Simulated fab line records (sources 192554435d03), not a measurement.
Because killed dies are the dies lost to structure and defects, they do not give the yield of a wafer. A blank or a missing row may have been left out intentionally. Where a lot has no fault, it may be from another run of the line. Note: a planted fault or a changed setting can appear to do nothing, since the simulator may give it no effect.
Lot-split experiment :: flow n5_finfet :: route with 1938 steps; 7 lots, 39 wafers read

== SPLIT DETAILS ==
At N5_SD_EPI_P_ETCH_16 (etches SiO2 in CHF3/O2, target depth 5 nm), the setting target_depth_a was moved away from the recipe's 50 angstrom on 12 of the 39 wafers read, by -12.9% to +11.7%. This setting was run at the recipe's value on the other wafers.

Reading taken at the split's own step.

== THE READING ==
etch.depth_nm (the simulator's own value, which no gauge read), in nm, at N5_SD_EPI_P_ETCH_16 (etches SiO2 in CHF3/O2, target depth 5 nm). The file gives no usual value for it. Across the 27 wafers here that went through the recipe, the average is 5.003 nm and the standard deviation 0.059 nm.

wafer: L076.1
tool, chamber at the split: rie_diel-04, 3
target_depth_a as run, angstrom: 50
against the recipe: recipe
etch.depth_nm, nm: 4.979
against lot-mates on the recipe: -

wafer: L076.2
tool, chamber at the split: rie_diel-04, 1
target_depth_a as run, angstrom: 50
against the recipe: recipe
etch.depth_nm, nm: 4.98
against lot-mates on the recipe: -

wafer: L076.3
tool, chamber at the split: rie_diel-04, 2
target_depth_a as run, angstrom: 50
against the recipe: recipe
etch.depth_nm, nm: 4.953
against lot-mates on the recipe: -

wafer: L076.4
tool, chamber at the split: rie_diel-04, 0
target_depth_a as run, angstrom: 50
against the recipe: recipe
etch.depth_nm, nm: 5.04
against lot-mates on the recipe: -

wafer: L076.5
tool, chamber at the split: rie_diel-04, 1
target_depth_a as run, angstrom: 50
against the recipe: recipe
etch.depth_nm, nm: 5.028
against lot-mates on the recipe: -

wafer: L076.6
tool, chamber at the split: rie_diel-04, 0
target_depth_a as run, angstrom: 50
against the recipe: recipe
etch.depth_nm, nm: 4.994
against lot-mates on the recipe: -

wafer: L078.2
tool, chamber at the split: rie_diel-01, 1
target_depth_a as run, angstrom: 50
against the recipe: recipe
etch.depth_nm, nm: 5.007
against lot-mates on the recipe: -

wafer: L078.4
tool, chamber at the split: rie_diel-01, 0
target_depth_a as run, angstrom: 50
against the recipe: recipe
etch.depth_nm, nm: 4.896
against lot-mates on the recipe: -

wafer: L078.5
tool, chamber at the split: rie_diel-01, 1
target_depth_a as run, angstrom: 50
against the recipe: recipe
etch.depth_nm, nm: 5.012
against lot-mates on the recipe: -

wafer: L082.1
tool, chamber at the split: rie_diel-06, 1
target_depth_a as run, angstrom: 50
against the recipe: recipe
etch.depth_nm, nm: 5.009
against lot-mates on the recipe: -

wafer: L082.2
tool, chamber at the split: rie_diel-06, 2
target_depth_a as run, angstrom: 53.65
against the recipe: +7.3%
etch.depth_nm, nm: 5.29
against lot-mates on the recipe: +0.285

wafer: L082.3
tool, chamber at the split: rie_diel-06, 0
target_depth_a as run, angstrom: 50
against the recipe: recipe
etch.depth_nm, nm: 4.968
against lot-mates on the recipe: -

wafer: L082.4
tool, chamber at the split: rie_diel-06, 3
target_depth_a as run, angstrom: 53.65
against the recipe: +7.3%
etch.depth_nm, nm: 5.486
against lot-mates on the recipe: +0.481

wafer: L082.5
tool, chamber at the split: rie_diel-06, 1
target_depth_a as run, angstrom: 50
against the recipe: recipe
etch.depth_nm, nm: 5.037
against lot-mates on the recipe: -

wafer: L082.6
tool, chamber at the split: rie_diel-06, 2
target_depth_a as run, angstrom: 53.65
against the recipe: +7.3%
etch.depth_nm, nm: 5.255
against lot-mates on the recipe: +0.250

wafer: L086.1
tool, chamber at the split: rie_diel-04, 0
target_depth_a as run, angstrom: 45.25
against the recipe: -9.5%
etch.depth_nm, nm: 4.471
against lot-mates on the recipe: -0.501

wafer: L086.2
tool, chamber at the split: rie_diel-04, 2
target_depth_a as run, angstrom: 50
against the recipe: recipe
etch.depth_nm, nm: 4.937
against lot-mates on the recipe: -

wafer: L086.3
tool, chamber at the split: rie_diel-04, 3
target_depth_a as run, angstrom: 45.25
against the recipe: -9.5%
etch.depth_nm, nm: 4.49
against lot-mates on the recipe: -0.482

wafer: L086.4
tool, chamber at the split: rie_diel-04, 1
target_depth_a as run, angstrom: 50
against the recipe: recipe
etch.depth_nm, nm: 5.027
against lot-mates on the recipe: -

wafer: L086.5
tool, chamber at the split: rie_diel-04, 3
target_depth_a as run, angstrom: 45.25
against the recipe: -9.5%
etch.depth_nm, nm: 4.524
against lot-mates on the recipe: -0.448

wafer: L086.6
tool, chamber at the split: rie_diel-04, 0
target_depth_a as run, angstrom: 50
against the recipe: recipe
etch.depth_nm, nm: 4.951
against lot-mates on the recipe: -

wafer: L087.1
tool, chamber at the split: rie_diel-06, 0
target_depth_a as run, angstrom: 50
against the recipe: recipe
etch.depth_nm, nm: 4.951
against lot-mates on the recipe: -

wafer: L087.2
tool, chamber at the split: rie_diel-06, 1
target_depth_a as run, angstrom: 50
against the recipe: recipe
etch.depth_nm, nm: 5.089
against lot-mates on the recipe: -

wafer: L087.3
tool, chamber at the split: rie_diel-06, 3
target_depth_a as run, angstrom: 50
against the recipe: recipe
etch.depth_nm, nm: 5.037
against lot-mates on the recipe: -

wafer: L087.4
tool, chamber at the split: rie_diel-06, 1
target_depth_a as run, angstrom: 50
against the recipe: recipe
etch.depth_nm, nm: 5.058
against lot-mates on the recipe: -

wafer: L087.5
tool, chamber at the split: rie_diel-06, 3
target_depth_a as run, angstrom: 50
against the recipe: recipe
etch.depth_nm, nm: 5.043
against lot-mates on the recipe: -

wafer: L087.6
tool, chamber at the split: rie_diel-06, 0
target_depth_a as run, angstrom: 50
against the recipe: recipe
etch.depth_nm, nm: 4.948
against lot-mates on the recipe: -

wafer: L088.1
tool, chamber at the split: rie_diel-01, 3
target_depth_a as run, angstrom: 50
against the recipe: recipe
etch.depth_nm, nm: 4.904
against lot-mates on the recipe: -

wafer: L088.2
tool, chamber at the split: rie_diel-01, 1
target_depth_a as run, angstrom: 50
against the recipe: recipe
etch.depth_nm, nm: 4.979
against lot-mates on the recipe: -

wafer: L088.3
tool, chamber at the split: rie_diel-01, 0
target_depth_a as run, angstrom: 43.54
against the recipe: -12.9%
etch.depth_nm, nm: 4.288
against lot-mates on the recipe: -0.653

wafer: L088.4
tool, chamber at the split: rie_diel-01, 2
target_depth_a as run, angstrom: 43.54
against the recipe: -12.9%
etch.depth_nm, nm: 4.259
against lot-mates on the recipe: -0.682

wafer: L088.5
tool, chamber at the split: rie_diel-01, 3
target_depth_a as run, angstrom: 43.54
against the recipe: -12.9%
etch.depth_nm, nm: 4.251
against lot-mates on the recipe: -0.690

wafer: L088.6
tool, chamber at the split: rie_diel-01, 0
target_depth_a as run, angstrom: 50
against the recipe: recipe
etch.depth_nm, nm: 4.939
against lot-mates on the recipe: -

wafer: L091.1
tool, chamber at the split: rie_diel-06, 1
target_depth_a as run, angstrom: 50
against the recipe: recipe
etch.depth_nm, nm: 5.102
against lot-mates on the recipe: -

wafer: L091.2
tool, chamber at the split: rie_diel-06, 2
target_depth_a as run, angstrom: 55.86
against the recipe: +11.7%
etch.depth_nm, nm: 5.736
against lot-mates on the recipe: +0.627

wafer: L091.3
tool, chamber at the split: rie_diel-06, 0
target_depth_a as run, angstrom: 55.86
against the recipe: +11.7%
etch.depth_nm, nm: 5.561
against lot-mates on the recipe: +0.452

wafer: L091.4
tool, chamber at the split: rie_diel-06, 3
target_depth_a as run, angstrom: 50
against the recipe: recipe
etch.depth_nm, nm: 5.101
against lot-mates on the recipe: -

wafer: L091.5
tool, chamber at the split: rie_diel-06, 2
target_depth_a as run, angstrom: 55.86
against the recipe: +11.7%
etch.depth_nm, nm: 5.755
against lot-mates on the recipe: +0.646

wafer: L091.6
tool, chamber at the split: rie_diel-06, 1
target_depth_a as run, angstrom: 50
against the recipe: recipe
etch.depth_nm, nm: 5.124
against lot-mates on the recipe: -

FIT RESULTS
A straight line over all 39 wafers: etch.depth_nm changes by +0.0554 nm for each +1% of target_depth_a; r = +0.98; the points scatter about the line by 0.067 nm.
The same after taking each lot's own level away (the mean of its wafers on the recipe; 39 wafers): +0.0501 nm for each +1%; r = +0.99; scatter 0.052 nm.
That fit puts the effect of the largest move of target_depth_a on the reading at 0.65 nm.
From 4.9407 to 5.1090 nm: that is the span of the lots' own levels, equal to 2.8 times the standard deviation above.
So the slope is not independent of the lot-to-lot level: the two fits are not the same.
Check: with one of the wafers moved furthest among these (-12.9%) left out of the fit, the line predicts -0.653 nm for it against its lot-mates. It came out at -0.653 nm against them.

== THESE WAFERS: OTHER SPLITS ==
Note: prior to the reading, these wafers also went through further splits. Each is held against what the fit with the lots' levels taken away leaves over:
other split on the same wafers: N5_DUMMY_GATE_ETCH_37 source_w
wafers away from the commonest value: 9
r with etch.depth_nm (lot level and that fit taken away): -0.10

other split on the same wafers: N5_DUMMY_GATE_ETCH_44 target_depth_a
wafers away from the commonest value: 15
r with etch.depth_nm (lot level and that fit taken away): +0.26

== FILE'S OWN FIT ==
etch.depth_nm changes by +0.0502 nm for each +1% of target_depth_a, r = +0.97.
